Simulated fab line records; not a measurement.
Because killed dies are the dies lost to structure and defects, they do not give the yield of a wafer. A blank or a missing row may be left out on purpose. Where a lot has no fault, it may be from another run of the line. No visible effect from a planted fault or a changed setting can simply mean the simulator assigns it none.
fab line records	flow n5-finfet
record lots=11	wafers=32	last-day=17
route steps=1938 shown BEOL_M4@1111 BEOL_M5@1129 PASSIVATION@1936
lots untouched by any fault: they come from a run of this same line in which no faults occurred
start-h: hours from the record's first day to the start of the lot's first wafer shown	wait-h: hours since the lot's step before	" as in the row above	L1.1+2: a single row standing in for several wafers	- no value, or no start was given	* or withheld: withheld	< > ~ a bound
route shown NAME@n: names a module that has steps shown in the file, with the first one's number in the route	usual: the fault-free wafers' mean and standard deviation	same: alike in all rows	chamber/n: place in a boat	sites: readings site by site	_std_site: standard deviation across them	_edge_site: inner sites' mean taken away from outer sites' mean	radius-mm: how far each site lies from the wafer's centre	mask NAME#n: copy n	behind: tool/chamber where the wafer was last shaped	hold: the reason the lot was held/the length of the hold in hours/how it ended	device: the n, p or np transistor that did not switch	end of line: the tests these same wafers got at the end of their route	for a step that has no rows: nothing shown but its recipe	killed: dies that structure and defects cost at the first sort, which is not the same as the wafer's yield	map: a wafer's dies, marking killed ones x, the rest . and places with no die _
set.NAME: the run value of the setting; set.NAME@STEP: its run value at that earlier step	model.NAME: the simulator's own value behind a step, which no gauge read
route steps across a sampled set of lots; one table per step, one row per wafer
services: a tool's chamber out of use, with start hour (start-h, from the record's first day; less than 0 if before it), hours out, and reason
## steps
# step N5_BEOL_M4_RC_MEAS_101
# usual DIBL_N=35.8/1.6	DIBL_P=36.0/1.9	IOFF_N=0.151/0.029	IOFF_P=0.21/0.037	ION_N=673/12	ION_P=463/7.3	SS_N=71.5/0.58	SS_P=73.2/0.61	VT_N=251/3.3	VT_P=-250/3.3
lot.wafer	tool	chamber	start-h	wait-h	DIBL_N[mV/V]	DIBL_P[mV/V]	IOFF_N[nA/um]	IOFF_P[nA/um]	ION_N[uA/um]	ION_P[uA/um]	SS_N[mV/dec]	SS_P[mV/dec]	VT_N[mV]	VT_P[mV]
L586.3	prober-02	0	162.23	0.9	35.4	34.9	0.115	0.18	662	461	70.7	72.2	256	-253
L586.4	"	0	"	"	36.9	35.9	0.139	0.19	667	463	71.1	72.0	254	-251
L586.5	"	0	"	"	38.8	37.9	0.175	0.23	679	462	72.4	73.5	250	-250
L589.3	prober-01	0	204.62	0.3	37.9	38.3	0.189	0.27	690	472	71.9	74.3	247	-244
L589.5	"	0	"	"	35.4	34.5	0.134	0.20	679	465	71.2	73.4	251	-248
L589.6	"	0	"	"	36.3	35.2	0.162	0.22	677	466	70.9	73.4	248	-247
L592.3	prober-02	0	205.15	0.3	36.1	36.8	0.167	0.26	682	469	71.8	73.0	248	-249
L592.4	"	0	"	"	37.2	37.7	0.183	0.29	678	469	71.8	73.2	248	-244
L592.5	"	0	"	"	37.6	38.2	0.205	0.31	691	478	72.7	73.7	246	-241
L591.3	prober-01	0	206.47	0.3	34.5	34.6	0.125	0.16	674	456	70.6	73.4	254	-256
L591.4	"	0	"	"	35.4	34.6	0.136	0.17	672	459	71.2	72.7	253	-255
L591.6	"	0	"	"	36.9	37.2	0.161	0.20	676	455	71.5	73.4	252	-249
L597.4	prober-01	0	242.12	0.5	36.4	37.1	0.156	0.18	678	456	71.5	73.6	251	-258
L597.6	"	0	"	"	35.8	38.3	0.156	0.19	677	463	71.2	73.4	250	-252
L598.1	prober-02	0	249.39	0.0	34.1	33.3	0.110	0.15	647	447	71.5	72.4	252	-255
L598.3	"	0	"	"	35.6	35.7	0.138	0.17	674	459	71.9	73.0	251	-252
L598.5	"	0	"	"	34.4	35.0	0.121	0.17	664	455	70.9	73.3	253	-253
L600.1	prober-02	0	261.04	0.0	38.4	38.4	0.191	0.24	689	473	71.1	73.7	247	-250
L600.3	"	0	"	"	37.6	36.6	0.158	0.20	674	455	71.8	73.1	251	-252
L600.4	"	0	"	"	35.3	34.5	0.130	0.18	651	448	71.3	73.1	252	-252
L601.1	prober-02	0	276.55	0.0	36.8	38.4	0.179	0.24	691	479	71.9	73.8	248	-248
L601.4	"	0	"	"	38.9	39.4	0.191	0.25	688	467	72.7	74.2	248	-246
L601.5	"	0	"	"	37.2	39.1	0.189	0.25	680	473	71.8	73.2	246	-246
L602.1	prober-02	0	278.49	0.0	35.2	33.6	0.151	0.21	688	470	71.8	73.0	250	-247
L602.2	"	0	"	"	38.9	39.2	0.229	0.31	695	476	71.9	74.0	244	-245
L602.5	"	0	"	"	35.8	35.5	0.163	0.24	678	470	72.0	73.4	248	-246
L606.2	prober-01	0	298.89	0.2	34.1	35.2	0.132	0.18	647	459	71.3	73.8	253	-253
L606.3	"	0	"	"	38.7	39.7	0.234	0.26	708	469	72.9	74.2	244	-247
L606.5	"	0	"	"	34.6	37.3	0.162	0.22	687	470	72.3	73.6	246	-254
L607.1	prober-01	0	306.56	0.0	37.7	38.0	0.210	0.29	692	477	72.4	73.5	247	-245
L607.3	"	0	"	"	36.0	36.1	0.178	0.24	681	473	71.2	73.3	246	-248
L607.4	"	0	"	"	35.0	33.9	0.142	0.20	678	467	71.7	72.5	250	-250
# step N5_BEOL_M5_DESCUM_16
# recipe chemistry=O2	time-s=7	source-power-w=50	bias-power-w=20	pressure-mtorr=20	rf-frequency-hz=2.712e+07	temp-c=40	resist=CAR-EUV	o2-flow-sccm=225
# usual drypump-motor-current-A=5.9/0.44	oes-product-au=0.77/0.078	rf-vpp-V=243.4/1.6	showerhead-plenum-p-Torr=2.11/0.086	throttle-valve-pct=20.43/0.21
lot.wafer	tool	chamber	start-h	wait-h	drypump-motor-current-A	oes-product-au	rf-hours-counter-h	rf-vpp-V	showerhead-plenum-p-Torr	throttle-valve-pct
L586.3	rie-diel-01	3	165.02	0.6	5.7	0.72	193	244.4	2.16	20.34
L586.4	"	1	"	"	6.3	0.78	149	244.6	2.20	20.09
L586.5	"	2	"	"	6.4	0.74	-	241.4	1.99	20.21
L589.3	rie-diel-05	3	206.77	0.0	5.8	0.72	194	244.3	2.17	20.57
L589.5	"	2	"	"	5.6	0.68	-	243.6	2.16	20.75
L589.6	"	3	"	"	5.8	0.72	-	245.6	2.17	20.57
L592.3	rie-diel-01	1	207.03	0.0	6.3	0.77	161	244.1	2.19	20.12
L592.4	"	0	"	"	5.5	0.81	80	244.0	2.21	20.57
L592.5	"	2	"	"	6.4	0.74	-	243.0	1.99	20.23
L591.3	rie-diel-01	1	209.91	0.0	6.3	0.77	162	245.7	2.19	20.10
L591.4	"	3	"	"	5.7	0.71	207	245.8	2.16	20.36
L591.6	"	2	"	"	6.4	0.73	-	241.0	1.99	20.24
L597.4	rie-diel-05	1	244.81	0.0	6.1	0.69	240	240.7	1.96	20.04
L597.6	"	1	"	"	6.1	0.69	-	239.3	1.96	20.04
L598.1	rie-diel-06	1	253.67	0.8	5.8	0.81	70	243.4	2.12	20.32
L598.3	"	3	"	"	6.3	0.77	111	243.7	2.10	20.45
L598.5	"	0	"	"	4.9	0.99	-	245.7	2.25	20.67
L600.1	rie-diel-01	1	263.72	0.0	6.3	0.77	177	243.9	2.19	20.14
L600.3	"	3	"	"	5.7	0.71	223	243.4	2.15	20.38
L600.4	"	2	"	"	6.4	0.72	199	241.0	1.98	20.25
L601.1	rie-diel-06	2	281.01	0.4	6.3	0.70	224	242.3	2.09	20.53
L601.4	"	3	"	"	6.3	0.76	119	243.4	2.10	20.46
L601.5	"	1	"	"	5.9	0.80	-	242.8	2.11	20.36
L602.1	rie-diel-05	0	281.97	0.2	5.5	0.73	167	240.9	2.00	20.68
L602.2	"	3	"	"	5.8	0.71	218	245.2	2.16	20.61
L602.5	"	2	"	"	5.6	0.95	-	244.4	2.15	20.38
L606.2	rie-diel-06	0	301.12	0.0	4.9	0.94	15	245.0	2.24	20.68
L606.3	"	1	"	"	5.9	0.79	83	244.5	2.11	20.36
L606.5	"	0	"	"	4.9	0.94	-	245.8	2.24	20.70
L607.1	rie-diel-06	3	309.64	0.0	6.3	0.76	128	244.3	2.10	20.48
L607.3	"	2	"	"	6.4	0.69	232	242.0	2.08	20.54
L607.4	"	0	"	"	4.9	0.94	18	245.2	2.24	20.69
# step N5_BEOL_M5_CD_MEAS_18
# recipe pitch-nm=56	target-cd-nm=28
# usual cd-nm=27.9/0.39
lot.wafer	tool	chamber	start-h	wait-h	cd-nm
L586.3	cd-sem-02	-	165.56	0.1	27.7
L586.4	"	-	"	"	28.3
L586.5	"	-	"	"	27.3
L589.3	cd-sem-01	-	207.33	0.1	27.8
L589.5	"	-	"	"	27.6
L589.6	"	-	"	"	27.7
L592.3	cd-sem-03	-	207.48	0.1	27.9
L592.4	"	-	"	"	28.1
L592.5	"	-	"	"	28.0
L591.3	cd-sem-03	-	210.49	0.1	27.7
L591.4	"	-	"	"	27.7
L591.6	"	-	"	"	27.7
L597.4	cd-sem-03	-	245.42	0.1	28.6
L597.6	"	-	"	"	28.5
L598.1	cd-sem-01	-	254.25	0.0	27.5
L598.3	"	-	"	"	27.4
L598.5	"	-	"	"	27.1
L600.1	cd-sem-02	-	264.15	0.0	28.1
L600.3	"	-	"	"	27.8
L600.4	"	-	"	"	28.4
L601.1	cd-sem-01	-	281.59	0.0	27.7
L601.4	"	-	"	"	27.7
L601.5	"	-	"	"	27.5
L602.1	cd-sem-02	-	282.53	0.0	28.1
L602.2	"	-	"	"	27.8
L602.5	"	-	"	"	27.9
L606.2	cd-sem-02	-	301.55	0.1	27.7
L606.3	"	-	"	"	28.0
L606.5	"	-	"	"	27.8
L607.1	cd-sem-01	-	310.08	0.0	28.4
L607.3	"	-	"	"	28.2
L607.4	"	-	"	"	28.0
# step N5_BEOL_M5_COAT_65
# recipe resist=SOC	temp-c=250	time-s=60	spin-rpm=1500	resist-thk-nm=60
# usual exhaust-pa=44.9/0.85	heater-power-total-W=500.4/1.7	plate-temp-C=249.98/0.16
lot.wafer	tool	chamber	start-h	wait-h	exhaust-pa	heater-power-total-W	plate-temp-C
L586.3	litho-track-04	0	165.81	0.3	44.5	500.9	249.92
L586.4	"	0	"	"	44.9	501.7	249.86
L586.5	"	0	"	"	43.7	500.3	249.67
L589.3	litho-track-05	0	208.17	0.8	44.5	500.9	250.01
L589.5	"	0	"	"	46.3	502.8	250.06
L589.6	"	0	"	"	45.0	501.4	249.87
L592.3	litho-track-01	0	208.17	0.7	46.0	498.4	249.81
L592.4	"	0	"	"	45.9	500.6	249.67
L592.5	"	0	"	"	46.0	498.3	250.00
L591.3	litho-track-04	0	213.88	3.4	43.9	503.1	249.94
L591.4	"	0	"	"	44.8	500.6	250.05
L591.6	"	0	"	"	44.4	499.1	249.86
L597.4	litho-track-04	0	247.11	1.7	44.7	485.1	243.97
L597.6	"	0	"	"	43.6	484.9	243.96
L598.1	litho-track-01	0	255.76	1.5	44.6	500.7	250.24
L598.3	"	0	"	"	45.2	501.4	249.94
L598.5	"	0	"	"	43.4	497.5	250.24
L600.1	litho-track-04	0	264.48	0.3	45.8	483.9	244.11
L600.3	"	0	"	"	45.0	487.6	244.30
L600.4	"	0	"	"	45.1	486.6	243.94
L601.1	litho-track-04	0	281.68	0.1	44.7	486.7	243.65
L601.4	"	0	"	"	44.4	485.3	243.90
L601.5	"	0	"	"	44.6	486.0	243.94
L602.1	litho-track-01	0	283.49	1.0	44.7	498.6	250.00
L602.2	"	0	"	"	45.3	501.7	249.68
L602.5	"	0	"	"	44.8	502.4	249.91
L606.2	litho-track-01	0	301.74	0.2	46.3	498.1	250.03
L606.3	"	0	"	"	45.9	500.8	249.62
L606.5	"	0	"	"	45.6	498.2	249.66
L607.1	litho-track-05	0	312.59	2.5	45.2	500.2	249.96
L607.3	"	0	"	"	45.9	498.9	250.13
L607.4	"	0	"	"	46.3	500.7	249.99
# step N5_PASSIVATION_PROBE_49
# usual defect-limited-yield=90.9/1.4	killed_at_M0_to_M3=37/12	killed_at_M4_up=14/5.3	killed-at-contacts=12/6.2	killed-at-front-end=41/11	killed-at-other=3.7/2.9	killed-dies=107/17	killed-on-rim=14/4.4	killed-open=71/12	killed-short=34/7.9	sort_bin_5_function=5.3/0.95	sort_bin_6_memory=3.4/0.7	sort-n-pass=1073/17	sort-yield-pct=90.9/1.5
# same gross-dies=1180	killed-at-back-side=0	sort_bin_4_leakage[%]=0	sort_bin_8_speed[%]=0
lot.wafer	tool	chamber	start-h	wait-h	defect-limited-yield[%]	killed_at_M0_to_M3	killed_at_M4_up	killed-at-contacts	killed-at-front-end	killed-at-other	killed-dies	killed-on-rim	killed-open	killed-short	sort_bin_5_function[%]	sort_bin_6_memory[%]	sort-n-pass	sort-yield-pct[%]
L586.3	prober-02	-	272.65	0.1	89.9	36	10	29	42	2	119	17	82	36	6.2	3.6	1061	89.9
L586.4	prober-02	-	272.70	0.2	91.9	41	13	10	31	0	95	4	50	41	4.8	3.0	1085	91.9
L586.5	prober-02	-	272.75	0.2	91.4	26	8	30	35	2	101	12	74	26	5.1	3.3	1079	91.4
L592.3	prober-01	-	310.99	0.1	91.1	51	10	9	31	4	105	18	74	31	5.5	3.3	1075	91.1
L592.4	prober-01	-	311.04	0.2	92.2	25	16	17	32	2	92	13	65	27	4.4	3.1	1088	92.2
L592.5	prober-01	-	311.09	0.2	90.9	40	19	12	35	1	107	13	75	32	6.0	2.5	1073	90.9
L591.3	prober-01	-	313.30	0.1	88.7	44	10	10	65	4	133	17	84	45	6.3	4.2	1047	88.7
L591.4	prober-01	-	313.35	0.2	93.0	20	12	15	35	1	83	18	49	30	4.2	2.1	1097	93.0
L591.6	prober-01	-	313.45	0.3	92.4	29	6	16	38	1	90	13	55	33	4.9	2.6	1090	92.4
L589.3	prober-01	-	320.89	0.1	89.8	39	9	7	62	3	120	21	72	46	5.8	3.7	1060	89.8
L589.5	prober-01	-	320.99	0.2	90.2	33	10	12	54	7	116	12	84	29	6.2	3.6	1064	90.2
L589.6	prober-01	-	321.04	0.3	90.2	22	12	13	63	6	116	13	80	35	5.1	4.3	1064	90.2
L597.4	prober-02	-	352.96	0.2	90.6	43	17	17	32	2	111	7	73	37	5.6	3.6	1069	90.6
L597.6	prober-02	-	353.06	0.3	92.6	29	17	7	29	5	87	13	59	25	4.8	2.3	1093	92.6
L598.1	prober-01	-	353.36	0.0	93.1	36	20	1	24	0	81	12	58	23	4.3	2.4	1099	93.1
L598.3	prober-01	-	353.46	0.1	90.0	49	26	6	31	6	118	8	85	32	6.2	3.4	1062	90.0
L598.5	prober-01	-	353.56	0.2	90.3	38	20	4	51	1	114	12	90	24	6.0	3.4	1066	90.3
L600.1	prober-02	-	366.66	0.0	90.3	57	12	15	29	2	115	13	81	33	6.1	3.4	1065	90.3
L600.3	prober-02	-	366.76	0.1	91.4	49	16	8	27	2	102	11	69	33	4.9	3.6	1078	91.4
L600.4	prober-02	-	366.81	0.2	91.3	61	19	7	16	0	103	8	77	26	4.9	3.6	1077	91.3
L601.1	prober-01	-	374.72	0.0	92.1	20	8	17	44	4	93	7	60	33	4.7	2.8	1087	92.1
L601.4	prober-01	-	374.87	0.2	91.0	34	11	18	39	4	106	14	73	33	5.8	2.9	1074	91.0
L601.5	prober-01	-	374.92	0.2	91.1	28	14	29	30	4	105	12	72	31	6.2	2.6	1075	91.1
L602.1	prober-02	-	389.00	0.0	92.2	36	6	7	40	3	92	21	64	22	4.4	2.9	1088	92.2
L602.2	prober-02	-	389.05	0.1	90.6	44	14	15	36	2	111	22	77	31	5.7	3.6	1069	90.6
L602.5	prober-02	-	389.20	0.2	87.8	46	20	31	35	12	144	20	103	36	6.7	5.1	1036	87.8
L607.1	prober-01	-	403.41	0.0	90.2	34	13	6	62	1	116	16	72	41	5.4	3.8	1064	90.2
L607.3	prober-01	-	403.51	0.1	91.4	43	16	16	23	4	102	13	63	38	5.3	3.0	1078	91.4
L607.4	prober-01	-	403.56	0.2	90.3	52	10	13	39	1	115	15	72	42	5.3	4.2	1065	90.3
L606.2	prober-02	-	409.57	0.1	92.5	27	14	3	42	2	88	10	57	30	4.8	2.2	1092	92.5
L606.3	prober-02	-	409.62	0.1	90.8	23	9	10	51	15	108	13	76	31	5.9	2.8	1072	90.8
L606.5	prober-02	-	409.72	0.2	91.4	28	18	9	39	7	101	10	64	35	4.7	3.6	1079	91.4
# killed by level:class
L586.3 MOL_CONTACT_COAG:geometric-particle:open=21 STI_FIN_REVEAL:geometric-particle:open=11 BEOL_M0_SAQP:geometric-particle:open=11 MOL_CONTACT_COAG:geometric-particle:short=8 DUMMY_GATE:geometric-particle:open=6 BEOL_M0_SAQP:geometric-particle:short=6 BEOL_M1:geometric-particle:open=6 BEOL_M2:geometric-particle:open=6
L586.4 BEOL_M0_SAQP:geometric-particle:short=18 BEOL_M0_SAQP:geometric-particle:open=8 STI_FIN_REVEAL:geometric-particle:open=6 DUMMY_GATE:geometric-particle:open=6 MOL_CONTACT_COAG:geometric-particle:open=6 GATE_CUT:geometric-particle:short=5 MOL_CONTACT_COAG:geometric-particle:short=4 BEOL_M2:geometric-particle:open=4
L586.5 MOL_CONTACT_COAG:geometric-particle:open=25 STI_FIN_REVEAL:geometric-particle:open=13 BEOL_M0_SAQP:geometric-particle:short=6 FIN_SAQP:geometric-particle:open=5 MOL_CONTACT_COAG:geometric-particle:short=5 BEOL_M0_SAQP:geometric-particle:open=5 BEOL_M1:geometric-particle:open=4 BEOL_M2:geometric-particle:open=4
L592.3 BEOL_M0_SAQP:geometric-particle:open=16 BEOL_M0_SAQP:geometric-particle:short=12 STI_FIN_REVEAL:geometric-particle:open=9 BEOL_M1:geometric-particle:open=8 MOL_CONTACT_COAG:geometric-particle:open=7 BEOL_M3:geometric-particle:open=6 BEOL_M2:geometric-particle:open=5 FIN_SAQP:geometric-particle:short=4
L592.4 MOL_CONTACT_COAG:geometric-particle:open=12 STI_FIN_REVEAL:geometric-particle:open=7 BEOL_M0_SAQP:geometric-particle:short=7 BEOL_M0_SAQP:geometric-particle:open=7 BEOL_M4:geometric-particle:open=7 FIN_SAQP:geometric-particle:open=5 FIN_SAQP:geometric-particle:short=5 MOL_CONTACT_COAG:geometric-particle:short=5
L592.5 BEOL_M0_SAQP:geometric-particle:short=11 FIN_SAQP:geometric-particle:open=9 MOL_CONTACT_COAG:geometric-particle:open=9 BEOL_M2:geometric-particle:open=9 BEOL_M0_SAQP:geometric-particle:open=7 BEOL_M1:geometric-particle:open=7 BEOL_M4:geometric-particle:open=7 DUMMY_GATE:geometric-particle:open=5
L591.3 STI_FIN_REVEAL:geometric-particle:open=26 BEOL_M0_SAQP:geometric-particle:short=10 MOL_CONTACT_COAG:geometric-particle:open=9 BEOL_M0_SAQP:geometric-particle:open=8 BEOL_M1:geometric-particle:open=8 FIN_SAQP:geometric-particle:open=5 STI_FIN_REVEAL:geometric-particle:short=5 DUMMY_GATE:geometric-particle:open=5
L591.4 MOL_CONTACT_COAG:geometric-particle:open=11 STI_FIN_REVEAL:geometric-particle:open=7 BEOL_M0_SAQP:geometric-particle:short=7 BEOL_M0_SAQP:geometric-particle:open=6 DUMMY_GATE:geometric-particle:open=5 BEOL_M5:geometric-particle:open=5 MOL_CONTACT_COAG:geometric-particle:short=4 HKMG_FIN:area-etch=4
L591.6 MOL_CONTACT_COAG:geometric-particle:open=13 BEOL_M1:geometric-particle:open=13 STI_FIN_REVEAL:geometric-particle:open=10 GATE_CUT:geometric-particle:short=6 BEOL_M0_SAQP:geometric-particle:short=5 BEOL_M1:geometric-particle:short=5 BEOL_M0_SAQP:geometric-particle:open=4 STARTING-WAFER:geometric-particle:open=4
L589.3 FIN_SAQP:geometric-particle:short=19 FIN_SAQP:geometric-particle:open=15 STI_FIN_REVEAL:geometric-particle:open=13 BEOL_M0_SAQP:geometric-particle:short=9 BEOL_M3:geometric-particle:open=8 BEOL_M1:geometric-particle:open=6 MOL_CONTACT_COAG:geometric-particle:open=5 BEOL_M0_SAQP:geometric-particle:open=5
L589.5 STI_FIN_REVEAL:geometric-particle:open=20 FIN_SAQP:geometric-particle:open=11 FIN_SAQP:geometric-particle:short=9 MOL_CONTACT_COAG:geometric-particle:open=9 BEOL_M0_SAQP:geometric-particle:open=7 BEOL_M3:geometric-particle:open=7 STARTING-WAFER:geometric-particle:open=6 BEOL_M0_SAQP:geometric-particle:short=5
L589.6 FIN_SAQP:geometric-particle:open=31 FIN_SAQP:geometric-particle:short=19 MOL_CONTACT_COAG:geometric-particle:open=13 BEOL_M4:geometric-particle:open=7 BEOL_M0_SAQP:geometric-particle:short=5 BEOL_M0_SAQP:geometric-particle:open=5 DUMMY_GATE:geometric-particle:open=4 BEOL_M1:geometric-particle:open=4
L597.4 MOL_CONTACT_COAG:geometric-particle:open=14 BEOL_M0_SAQP:geometric-particle:short=13 BEOL_M2:geometric-particle:open=8 BEOL_M3:geometric-particle:open=8 FIN_SAQP:geometric-particle:open=7 BEOL_M0_SAQP:geometric-particle:open=7 BEOL_M4:geometric-particle:open=6 STARTING-WAFER:geometric-particle:short=5
L597.6 BEOL_M0_SAQP:geometric-particle:open=8 FIN_SAQP:geometric-particle:open=6 BEOL_M0_SAQP:geometric-particle:short=6 BEOL_M2:geometric-particle:open=5 DUMMY_GATE:geometric-particle:open=4 MOL_CONTACT_COAG:geometric-particle:open=4 BEOL_M4:geometric-particle:open=4 BEOL_M5:geometric-particle:open=4
L598.1 BEOL_M1:geometric-particle:open=15 BEOL_M4:geometric-particle:open=14 BEOL_M3:geometric-particle:open=8 FIN_SAQP:geometric-particle:open=6 GATE_CUT:geometric-particle:short=6 BEOL_M2:geometric-particle:open=5 BEOL_M4:geometric-particle:short=4 FIN_SAQP:geometric-particle:short=2
L598.3 BEOL_M1:geometric-particle:open=17 BEOL_M4:geometric-particle:open=17 FIN_SAQP:geometric-particle:open=12 BEOL_M2:geometric-particle:open=10 FIN_SAQP:geometric-particle:short=7 BEOL_M0_SAQP:geometric-particle:short=6 MOL_CONTACT_COAG:geometric-particle:open=5 PAD_METAL:geometric-particle:open=5
L598.5 FIN_SAQP:geometric-particle:open=28 BEOL_M1:geometric-particle:open=14 BEOL_M4:geometric-particle:open=13 BEOL_M0_SAQP:geometric-particle:short=5 BEOL_M0:geometric-particle:open=5 BEOL_M2:geometric-particle:open=5 STI_FIN_REVEAL:geometric-particle:open=4 MOL_CONTACT_COAG:geometric-particle:open=4
L600.1 MOL_CONTACT_COAG:geometric-particle:open=14 BEOL_M0:geometric-particle:open=12 BEOL_M0_SAQP:geometric-particle:short=9 BEOL_M2:geometric-particle:open=7 BEOL_M0_SAQP:geometric-particle:open=7 BEOL_M1:geometric-particle:open=7 FIN_SAQP:geometric-particle:open=5 GATE_CUT:geometric-particle:short=5
L600.3 BEOL_M2:geometric-particle:open=11 BEOL_M4:geometric-particle:open=9 BEOL_M0:geometric-particle:open=7 STI_FIN_REVEAL:geometric-particle:open=6 GATE_CUT:geometric-particle:open=6 BEOL_M0_SAQP:geometric-particle:short=6 MOL_CONTACT_COAG:geometric-particle:open=5 BEOL_M1:geometric-particle:short=5
L600.4 BEOL_M1:geometric-particle:open=14 BEOL_M0_SAQP:geometric-particle:open=13 BEOL_M2:geometric-particle:open=10 MOL_CONTACT_COAG:geometric-particle:open=7 BEOL_M0:geometric-particle:open=6 BEOL_M4:geometric-particle:open=6 BEOL_M3:geometric-particle:open=5 BEOL_M6:geometric-particle:open=4
L601.1 MOL_CONTACT_COAG:geometric-particle:open=14 STI_FIN_REVEAL:geometric-particle:open=14 STI_FIN_REVEAL:geometric-particle:short=8 BEOL_M2:geometric-particle:open=7 FIN_SAQP:geometric-particle:short=6 BEOL_M3:geometric-particle:open=5 FIN_SAQP:geometric-particle:open=4 GATE_CUT:geometric-particle:short=4
L601.4 MOL_CONTACT_COAG:geometric-particle:open=16 STI_FIN_REVEAL:geometric-particle:open=13 FIN_SAQP:geometric-particle:open=10 BEOL_M0_SAQP:geometric-particle:open=9 FIN_SAQP:geometric-particle:short=8 BEOL_M0_SAQP:geometric-particle:short=8 BEOL_M1:geometric-particle:short=4 DUMMY_GATE:geometric-particle:open=3
L601.5 MOL_CONTACT_COAG:geometric-particle:open=26 FIN_SAQP:geometric-particle:open=9 STI_FIN_REVEAL:geometric-particle:open=5 STARTING-WAFER:geometric-particle:open=5 BEOL_M0:geometric-particle:open=5 BEOL_M1:geometric-particle:short=5 BEOL_M4:geometric-particle:open=5 BEOL_M0_SAQP:geometric-particle:open=4
L602.1 BEOL_M2:geometric-particle:open=10 STI_FIN_REVEAL:geometric-particle:open=8 BEOL_M3:geometric-particle:open=8 FIN_SAQP:geometric-particle:open=7 MOL_CONTACT_COAG:geometric-particle:open=7 BEOL_M1:geometric-particle:open=6 BEOL_M0_SAQP:geometric-particle:short=4 HKMG_FIN:area-etch=4
L602.2 STI_FIN_REVEAL:geometric-particle:open=17 MOL_CONTACT_COAG:geometric-particle:open=13 BEOL_M0_SAQP:geometric-particle:short=9 BEOL_M0_SAQP:geometric-particle:open=8 BEOL_M2:geometric-particle:open=8 BEOL_M5:geometric-particle:open=6 BEOL_M0:geometric-particle:open=5 BEOL_M1:geometric-particle:open=4
L602.5 MOL_CONTACT_COAG:geometric-particle:open=26 BEOL_M1:geometric-particle:open=15 STI_FIN_REVEAL:geometric-particle:open=10 BEOL_M0_SAQP:geometric-particle:short=8 BEOL_M2:geometric-particle:open=7 BEOL_M4:geometric-particle:open=7 MOL_CONTACT_COAG:geometric-particle:short=5 BEOL_M3:geometric-particle:open=5
L607.1 FIN_SAQP:geometric-particle:open=22 FIN_SAQP:geometric-particle:short=12 GATE_CUT:geometric-particle:short=9 BEOL_M0_SAQP:geometric-particle:open=7 BEOL_M1:geometric-particle:open=7 BEOL_M3:geometric-particle:short=6 BEOL_M4:geometric-particle:open=6 BEOL_M2:geometric-particle:open=5
L607.3 MOL_CONTACT_COAG:geometric-particle:open=12 BEOL_M4:geometric-particle:open=9 BEOL_M1:geometric-particle:open=8 BEOL_M0_SAQP:geometric-particle:short=8 BEOL_M2:geometric-particle:open=7 BEOL_M0_SAQP:geometric-particle:open=6 BEOL_M3:geometric-particle:short=6 FIN_SAQP:geometric-particle:short=5
L607.4 BEOL_M0_SAQP:geometric-particle:open=16 BEOL_M1:geometric-particle:open=12 FIN_SAQP:geometric-particle:open=11 MOL_CONTACT_COAG:geometric-particle:open=11 BEOL_M3:geometric-particle:short=8 BEOL_M0_SAQP:geometric-particle:short=7 FIN_SAQP:geometric-particle:short=6 BEOL_M1:geometric-particle:short=6
L606.2 FIN_SAQP:geometric-particle:open=11 FIN_SAQP:geometric-particle:short=9 DUMMY_GATE:geometric-particle:open=9 BEOL_M0_SAQP:geometric-particle:short=7 BEOL_M0_SAQP:geometric-particle:open=5 BEOL_M2:geometric-particle:short=4 BEOL_M3:geometric-particle:open=4 BEOL_M4:geometric-particle:open=4
L606.3 STI_FIN_REVEAL:geometric-particle:open=16 FIN_SAQP:geometric-particle:open=14 FIN_SAQP:geometric-particle:short=9 BEOL_M2:geometric-particle:open=9 MOL_CONTACT_COAG:geometric-particle:open=8 PASS1_CAP:geometric-particle:open=5 BEOL_M5:geometric-particle:open=4 BEOL_M1:geometric-particle:open=3
L606.5 FIN_SAQP:geometric-particle:open=10 MOL_CONTACT_COAG:geometric-particle:open=9 BEOL_M0_SAQP:geometric-particle:open=7 BEOL_M3:geometric-particle:open=7 BEOL_M2:geometric-particle:short=6 BEOL_M4:geometric-particle:open=6 FIN_SAQP:geometric-particle:short=5 STI_FIN_REVEAL:geometric-particle:open=5
## services
tool	chamber	start-h	hours	kind
rie-diel-05	0	157.45	2.8	repair
rie-diel-06	2	201.30	23.7	repair
rie-diel-06	3	202.27	7.3	repair
rie-diel-01	-	211.73	3.2	repair
rie-diel-05	2	220.81	-	clean
rie-diel-05	2	220.81	-	consumable-replace:focus-ring
rie-diel-05	2	220.81	17.9	scheduled-down
rie-diel-05	2	220.81	17.9	vent-cycle
rie-diel-06	0	226.90	-	clean
rie-diel-06	0	226.90	-	consumable-replace:focus-ring
rie-diel-06	0	226.90	-	consumable-replace:showerhead
rie-diel-06	0	226.90	20.7	scheduled-down
rie-diel-06	0	226.90	20.7	vent-cycle
rie-diel-01	-	243.61	0.2	repair
rie-diel-06	0	271.64	2.8	repair
rie-diel-05	1	280.56	-	clean
rie-diel-05	1	280.56	-	consumable-replace:focus-ring
rie-diel-05	1	280.56	-	consumable-replace:showerhead
rie-diel-05	1	280.56	29.9	scheduled-down
rie-diel-05	1	280.56	29.9	vent-cycle
rie-diel-05	2	296.80	2.9	repair
## key
first-sign step=N5_BEOL_M5_COAT_65	reading=plate-temp-C	direction=down	sigmas=39	usual=*	struck=*
effect step=N5_BEOL_M5_COAT_65	reading=heater-power-total-W	direction=down	sigmas=8.6	usual=*	struck=*
met-at N5_BEOL_M5_COAT_65
struck-lots L597,L600,L601
not-acting-at N5_BEOL_M4_RC_MEAS_101,N5_BEOL_M5_DESCUM_16,N5_BEOL_M5_CD_MEAS_18
onset-between 213.88 247.11
fault kind=process-parameter-drift	tool=litho-track-04	chamber=-	onset-h=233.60	steps=N5_BEOL_M5_COAT_65	channel=temp-c	offset=*	shape=step	end-h=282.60	acts-in=*	stated=*
